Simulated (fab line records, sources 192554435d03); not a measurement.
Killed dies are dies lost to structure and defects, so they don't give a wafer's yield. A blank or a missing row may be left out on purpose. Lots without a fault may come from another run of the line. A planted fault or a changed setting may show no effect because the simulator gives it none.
Tool commonality check | flow n5_finfet | 9 lots, 26 wafers sampled

WHY IT WAS OPENED
At N5_BEOL_M4_RC_MEAS_101 the reading VT_P_LONG is flagged on 2 of 9 lots. Wafers without a fault read -275.0 mV, standard deviation 2.9.
Rule: a lot is flagged when every wafer of it that has a number lies more than 4 standard deviations from that mean, or none has a number. The other lots count as sound.

lot  | measured     | on        | VT_P_LONG (mV), wafer by wafer | flag
L353 | day 8 08:06  | prober-02 | -275.4 -275.7 -275.8           |
L356 | day 9 01:14  | prober-01 | -272.5 -275.1 -273.1           |
L362 | day 10 12:20 | prober-02 | -494.6 -493.4 -495.6           | FLAGGED
L363 | day 10 16:29 | prober-02 | -492.5 -492.5 -495.3           | FLAGGED
L365 | day 11 22:16 | prober-01 | -276.4 -280.2 -278.3           |
L373 | day 14 01:07 | prober-02 | -272.9 -271.2 -273.7           |
L371 | day 14 04:46 | prober-01 | -271.6 -273.6 -273.5           |
L374 | day 14 21:18 | prober-02 | -276.0 -275.9 -274.6           |
L376 | day 15 00:02 | prober-02 | -272.9 -272.4                  |
The numbers of the flagged lots are -494.0 mV on average: -219.0 mV against the usual, or -76 standard deviations.

WHICH TOOL RAN EACH LOT
The record holds 1 process step before the reading, out of a route of 1938 steps. In each cell: the tool, then ch and the chambers that the sampled wafers went through, then the start.
lot  | flag    | N5_PMOS_HMC_CHANNEL_EPI_FIN_RECESS_16
L353 |         | rie_si-03 ch 0,3, day 1 18:19
L356 |         | rie_si-02 ch 0,1, day 2 12:30
L362 | FLAGGED | rie_si-02 ch 0,1,2, day 3 23:51
L363 | FLAGGED | rie_si-03 ch 1,2,3, day 4 05:28
L365 |         | rie_si-03 ch 0,2,3, day 4 17:45
L373 |         | rie_si-02 ch 2,3, day 6 17:25
L371 |         | rie_si-02 ch 1,2,3, day 6 06:05
L374 |         | rie_si-03 ch 1,2,3, day 6 23:32
L376 |         | rie_si-03 ch 0,1, day 7 13:47
What these steps do:
- N5_PMOS_HMC_CHANNEL_EPI_FIN_RECESS_16: chemistry HBr/Cl2, target Si, target depth 54 nm, time 18 s.
- N5_BEOL_M4_RC_MEAS_101

FLAGGED OVER TOTAL, TOOL BY TOOL (the gauges that took the reading come last)
step                                  | tool      | lots run | flagged | share of the flagged lots | sound lots run after its first flagged lot
N5_PMOS_HMC_CHANNEL_EPI_FIN_RECESS_16 | rie_si-02 | 4        | 1       | some                      | 2 (L371,L373)
N5_PMOS_HMC_CHANNEL_EPI_FIN_RECESS_16 | rie_si-03 | 5        | 1       | some                      | 3 (L365,L374,L376)
N5_BEOL_M4_RC_MEAS_101                | prober-01 | 3        | 0       | none                      | -
N5_BEOL_M4_RC_MEAS_101                | prober-02 | 6        | 2       | all                       | 3 (L373,L374,L376)

WHAT THE TABLE ALLOWS
1 row of the table ran every flagged lot: prober-02 at N5_BEOL_M4_RC_MEAS_101.
- prober-02 at N5_BEOL_M4_RC_MEAS_101: 2 of its 6 lots flagged. Sound lots ran on it after the first flagged one (L373, L374, L376), which a lasting fault on the whole tool wouldn't allow.
No row of the table ran every flagged lot and no sound lot after the first.

WHAT THE SIMULATOR HAD PUT IN
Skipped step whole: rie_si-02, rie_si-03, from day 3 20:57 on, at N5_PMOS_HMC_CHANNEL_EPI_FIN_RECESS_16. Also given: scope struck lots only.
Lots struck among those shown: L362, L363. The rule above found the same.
